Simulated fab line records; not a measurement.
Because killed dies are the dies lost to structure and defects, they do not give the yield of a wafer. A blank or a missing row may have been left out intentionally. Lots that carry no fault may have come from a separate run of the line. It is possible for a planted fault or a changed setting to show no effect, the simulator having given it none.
Chamber matching || flow n5 finfet || N5_BEOL_M7_ILD_DEP_00 on pecvd-02 has 3 sister chambers
The step deposits SiCOH lowk from DEMS/porogen, target thk 179.75 nm, time 33.4 s. 6 wafers are shown with their chamber, then 7 later ones without.

== WAFERS PAIRED WITH THEIR CHAMBERS ==
{"wafer": "L218.1", "chamber": 1, "throttle valve pct (%)": 14.5, "showerhead plenum p Torr (Torr)": 5.730}
{"wafer": "L216.1", "chamber": 2, "throttle valve pct (%)": 12.8, "showerhead plenum p Torr (Torr)": 5.741}
{"wafer": "L216.2", "chamber": 0, "throttle valve pct (%)": 14.5, "showerhead plenum p Torr (Torr)": 5.741}
{"wafer": "L216.5", "chamber": 1, "throttle valve pct (%)": 14.7, "showerhead plenum p Torr (Torr)": 5.730}
{"wafer": "L226.1", "chamber": 0, "throttle valve pct (%)": 14.4, "showerhead plenum p Torr (Torr)": 5.732}
{"wafer": "L226.2", "chamber": 2, "throttle valve pct (%)": 12.5, "showerhead plenum p Torr (Torr)": 5.739}

== WAFERS MISSING THEIR CHAMBER ==
{"wafer": "L226.6", "throttle valve pct (%)": 14.6, "showerhead plenum p Torr (Torr)": 5.731}
{"wafer": "L229.1", "throttle valve pct (%)": 12.9, "showerhead plenum p Torr (Torr)": 5.741}
{"wafer": "L229.2", "throttle valve pct (%)": 14.8, "showerhead plenum p Torr (Torr)": 5.741}
{"wafer": "L229.4", "throttle valve pct (%)": 14.7, "showerhead plenum p Torr (Torr)": 5.738}
{"wafer": "L231.1", "throttle valve pct (%)": 14.5, "showerhead plenum p Torr (Torr)": 5.744}
{"wafer": "L231.2", "throttle valve pct (%)": 12.6, "showerhead plenum p Torr (Torr)": 5.747}
{"wafer": "L231.3", "throttle valve pct (%)": 14.5, "showerhead plenum p Torr (Torr)": 5.738}

== WHICH CHAMBER EACH WENT THROUGH ==
{"wafer": "L226.6", "from the rows above": "can't be placed: 1 or 0", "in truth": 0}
{"wafer": "L229.1", "from the rows above": 2, "in truth": 2}
{"wafer": "L229.2", "from the rows above": "can't be placed: 0 or 1", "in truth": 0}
{"wafer": "L229.4", "from the rows above": "can't be placed: 0 or 1", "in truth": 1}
{"wafer": "L231.1", "from the rows above": "can't be placed: 0 or 1", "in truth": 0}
{"wafer": "L231.2", "from the rows above": 2, "in truth": 2}
{"wafer": "L231.3", "from the rows above": "can't be placed: 0 or 1", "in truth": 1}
Placed correctly: 2 of 7. These rows do not allow placing 5 (true chamber among the candidates in 5). Placed wrongly: 0.
How it was worked out, from the rows above alone: a wafer's distance from a chamber is the root of the sum, over the readings, of the square of ((its reading less the chamber's mean) divided by the reading's scatter). The wafer belongs to the nearest chamber; if the next one is less than 2 further off, it can't be placed. The mean given for a chamber averages the wafers shown for that chamber. The scatter: take each reading less its chamber's mean, square it, sum over the shown wafers, divide by the number of wafers less the number of chambers, and take the root.
